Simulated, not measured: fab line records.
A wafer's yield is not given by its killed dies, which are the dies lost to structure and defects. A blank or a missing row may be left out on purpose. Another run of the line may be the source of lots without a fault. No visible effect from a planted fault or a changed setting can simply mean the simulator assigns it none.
The tool behind it: which one? | flow nandHarc | 12 lots, 36 wafers sampled, at 5 steps of a route of 1159

WHAT EACH GAUGE READ, for each wafer
NHARC_END_SORT_01.
lot  | measured     | on        | killedAtArray | killedAtOther | killedAtPeriphery | killedDies  | killedOpen | killedShort
L302 | day 21 10:19 | prober-02 | 673 671 673   | 0 1 0         | 4 5 4             | 677 677 677 | 3 4 4      | 4 4 3
L306 | day 21 19:02 | prober-02 | 670 667 668   | 1 2 2         | 6 8 7             | 677 677 677 | 6 6 2      | 0 3 0

WHICH TOOL RAN EACH LOT (tool, then ch and the chambers of the sampled wafers, then the start)
lot  | NHARC_A_CONTACT_ETCH_50                      | NHARC_A_CONTACT_ETCH_119           | NHARC_A_CONTACT_ETCH_120           | NHARC_A_CONTACT_ETCH_123
L300 | rieDiel-13 ch 0,1,3, day 17 02:31 or earlier | harCapEtch-02 ch 0,1, day 17 02:31 | harCapEtch-02 ch 0,1, day 17 02:37 | harCapEtch-02 ch 0,1, day 17 02:55
L303 | rieDiel-13 ch 1,2,3, day 17 02:59 or earlier | harCapEtch-03 ch 0,1, day 17 02:59 | harCapEtch-03 ch 0,1, day 17 03:04 | harCapEtch-03 ch 0,1, day 17 03:21
L302 | rieDiel-07 ch 0,1,3, day 17 20:56 or earlier | harCapEtch-02 ch 0,1, day 17 20:56 | harCapEtch-02 ch 0,1, day 17 21:02 | harCapEtch-02 ch 0,1, day 17 21:18
L306 | rieDiel-01 ch 0,1,3, day 18 19:54 or earlier | harCapEtch-02 ch 0,1, day 18 19:54 | harCapEtch-02 ch 0,1, day 18 19:59 | harCapEtch-02 ch 0,1, day 18 20:16
L314 | rieDiel-01 ch 1,2, day 20 11:02 or earlier   | harCapEtch-01 ch 0,1, day 20 11:02 | harCapEtch-01 ch 0,1, day 20 11:08 | harCapEtch-01 ch 0,1, day 20 11:31
L316 | rieDiel-13 ch 0,1,2, day 20 22:35 or earlier | harCapEtch-03 ch 0,1, day 20 22:35 | harCapEtch-03 ch 0,1, day 20 22:41 | harCapEtch-03 ch 0,1, day 20 23:02
L317 | rieDiel-07 ch 0,1,2, day 20 23:46 or earlier | harCapEtch-02 ch 0,1, day 20 23:46 | harCapEtch-02 ch 0,1, day 20 23:51 | harCapEtch-02 ch 0,1, day 21 00:10
L315 | rieDiel-13 ch 0,1,3, day 21 04:30 or earlier | harCapEtch-03 ch 0,1, day 21 04:30 | harCapEtch-03 ch 0,1, day 21 04:35 | harCapEtch-03 ch 0,1, day 21 04:52
L318 | rieDiel-01 ch 1,2, day 21 07:28 or earlier   | harCapEtch-02 ch 0,1, day 21 07:28 | harCapEtch-02 ch 0,1, day 21 07:33 | harCapEtch-02 ch 0,1, day 21 07:56
L319 | rieDiel-07 ch 0,1,3, day 22 02:12 or earlier | harCapEtch-01 ch 0,1, day 22 02:12 | harCapEtch-01 ch 0,1, day 22 02:17 | harCapEtch-01 ch 0,1, day 22 02:34
L320 | rieDiel-01 ch 0,2,3, day 22 08:19 or earlier | harCapEtch-02 ch 0,1, day 22 08:19 | harCapEtch-02 ch 0,1, day 22 08:25 | harCapEtch-02 ch 0,1, day 22 08:46
L321 | rieDiel-13 ch 1,2,3, day 22 12:53 or earlier | harCapEtch-01 ch 0,1, day 22 12:53 | harCapEtch-01 ch 0,1, day 22 13:01 | harCapEtch-01 ch 0,1, day 22 13:23
- NHARC_A_CONTACT_ETCH_50: etches the open film in CF4/CHF3, target depth 84.7 nm, time 42.4 s.
- NHARC_A_CONTACT_ETCH_119: etches the open film in C4F8/O2/Ar, time 94 s, target depth 922 nm.
- NHARC_A_CONTACT_ETCH_120: etches the open film in C4F8/O2/Ar, time 94 s, target depth 922 nm.
- NHARC_A_CONTACT_ETCH_123: etches the open film in C4F8/O2/Ar, time 253 s, target depth 1090 nm.

WHAT THE TOOLS THEMSELVES READ (means of the sampled wafers that have a number; where no wafer has one, the mark that the record gives instead)
NHARC_A_CONTACT_ETCH_50.
lot  | tool       | biasW (W) | cf4FlowSccm (sccm) | drypumpMotorCurrentA (A) | oesProductAu (a.u.) | rfVppV (V) | showerheadPlenumPTorr (Torr) | throttleValvePct (%)
L300 | rieDiel-13 | 200.4     | 100.11             | 5.5                      | 0.923               | 369.4      | 1.54                         | 16.810
L303 | rieDiel-13 | 200.1     | 99.85              | 5.8                      | 0.942               | 370.2      | 1.54                         | 16.811
L302 | rieDiel-07 | 199.7     | 100.04             | 5.6                      | 0.923               | 370.7      | 1.59                         | 16.803
L306 | rieDiel-01 | 200.0     | 99.72              | 5.7                      | 0.928               | 367.8      | 1.49                         | 16.801
L314 | rieDiel-01 | 199.7     | 99.85              | 5.7                      | 0.920               | 369.9      | 1.56                         | 16.800
L316 | rieDiel-13 | 200.0     | 99.98              | 5.6                      | 0.962               | 368.1      | 1.50                         | 16.790
L317 | rieDiel-07 | 199.8     | 99.87              | 5.8                      | 0.923               | 371.1      | 1.59                         | 16.802
L315 | rieDiel-13 | 200.3     | 100.10             | 5.5                      | 0.965               | 369.6      | 1.53                         | 16.802
L318 | rieDiel-01 | 200.0     | 100.16             | 5.7                      | 0.917               | 370.4      | 1.56                         | 16.803
L319 | rieDiel-07 | 199.8     | 99.68              | 5.6                      | 0.961               | 371.1      | 1.58                         | 16.799
L320 | rieDiel-01 | 199.3     | 99.87              | 6.0                      | 0.972               | 371.5      | 1.61                         | 16.801
L321 | rieDiel-13 | 199.9     | 100.01             | 5.8                      | 0.969               | 369.2      | 1.54                         | 16.790

NHARC_A_CONTACT_ETCH_119.
lot  | tool          | chamberPressureMTorr (mTorr) | oesAirLineAu (a.u.)
L300 | harCapEtch-02 | 20.012                       | 0.997
L303 | harCapEtch-03 | 19.981                       | 1.002
L302 | harCapEtch-02 | 20.007                       | 1.001
L306 | harCapEtch-02 | 19.998                       | 0.980
L314 | harCapEtch-01 | 19.995                       | 1.028
L316 | harCapEtch-03 | 19.992                       | 1.004
L317 | harCapEtch-02 | 20.004                       | 1.000
L315 | harCapEtch-03 | 20.014                       | 0.988
L318 | harCapEtch-02 | 20.009                       | 1.006
L319 | harCapEtch-01 | 19.990                       | 1.004
L320 | harCapEtch-02 | 20.005                       | 0.987
L321 | harCapEtch-01 | 19.998                       | 1.016

NHARC_A_CONTACT_ETCH_120.
lot  | tool          | chamberPressureMTorr (mTorr) | oesAirLineAu (a.u.)
L300 | harCapEtch-02 | 20.028                       | 1.013
L303 | harCapEtch-03 | 20.004                       | 0.999
L302 | harCapEtch-02 | -                            | -
L306 | harCapEtch-02 | -                            | -
L314 | harCapEtch-01 | 19.993                       | 1.006
L316 | harCapEtch-03 | 19.994                       | 0.984
L317 | harCapEtch-02 | 19.998                       | 0.998
L315 | harCapEtch-03 | 20.015                       | 1.002
L318 | harCapEtch-02 | 19.999                       | 1.016
L319 | harCapEtch-01 | 20.002                       | 0.982
L320 | harCapEtch-02 | 19.994                       | 1.002
L321 | harCapEtch-01 | 19.991                       | 0.997

NHARC_A_CONTACT_ETCH_123.
lot  | tool          | chamberPressureMTorr (mTorr) | oesAirLineAu (a.u.)
L300 | harCapEtch-02 | 19.985                       | 1.005
L303 | harCapEtch-03 | 19.991                       | 0.999
L302 | harCapEtch-02 | 19.985                       | 0.992
L306 | harCapEtch-02 | 19.988                       | 0.973
L314 | harCapEtch-01 | 20.001                       | 1.006
L316 | harCapEtch-03 | 19.996                       | 0.998
L317 | harCapEtch-02 | 20.008                       | 0.985
L315 | harCapEtch-03 | 20.002                       | 0.992
L318 | harCapEtch-02 | 20.023                       | 0.994
L319 | harCapEtch-01 | 19.988                       | 1.001
L320 | harCapEtch-02 | 19.984                       | 0.992
L321 | harCapEtch-01 | 19.998                       | 1.008

THE ANSWER, worked out from the rows above alone
Rule: usual is defined by the lots themselves. Put in order of their means at a reading, lots are off if they are a third of the lots or fewer, leave a main group of 4 or more, and stand apart from it by a gap of 3 or more times the standard deviation of the main group's means; of several such gaps the widest counts. If all means in a main group match to the digits the tables above print for the reading, that group is not used. A lot without any number at a reading at which 4 lots or more have one is off too. The other lots that the step has rows for count as sound. First the gauges in route order, then the tools' own readings, where a lot's mean is used as printed above. At the first step where some lot is off, the reading lying furthest off is the one used; lots without a number count as furthest.
Off: L302, L306 (NHARC_A_CONTACT_ETCH_120, chamberPressureMTorr). Without a number there: L302, L306. For the main group the mean is 20.002 mTorr and the standard deviation 0.011.
If a tool, at that step or one of the process steps before it, ran each lot that is off and ran no sound lot following the first of them, it fits. With no start given for some of its lots, NHARC_A_CONTACT_ETCH_50 uses the hours and lot order of NHARC_A_CONTACT_ETCH_119. None of those tried fits.

WHAT THE SIMULATOR HAD INSERTED
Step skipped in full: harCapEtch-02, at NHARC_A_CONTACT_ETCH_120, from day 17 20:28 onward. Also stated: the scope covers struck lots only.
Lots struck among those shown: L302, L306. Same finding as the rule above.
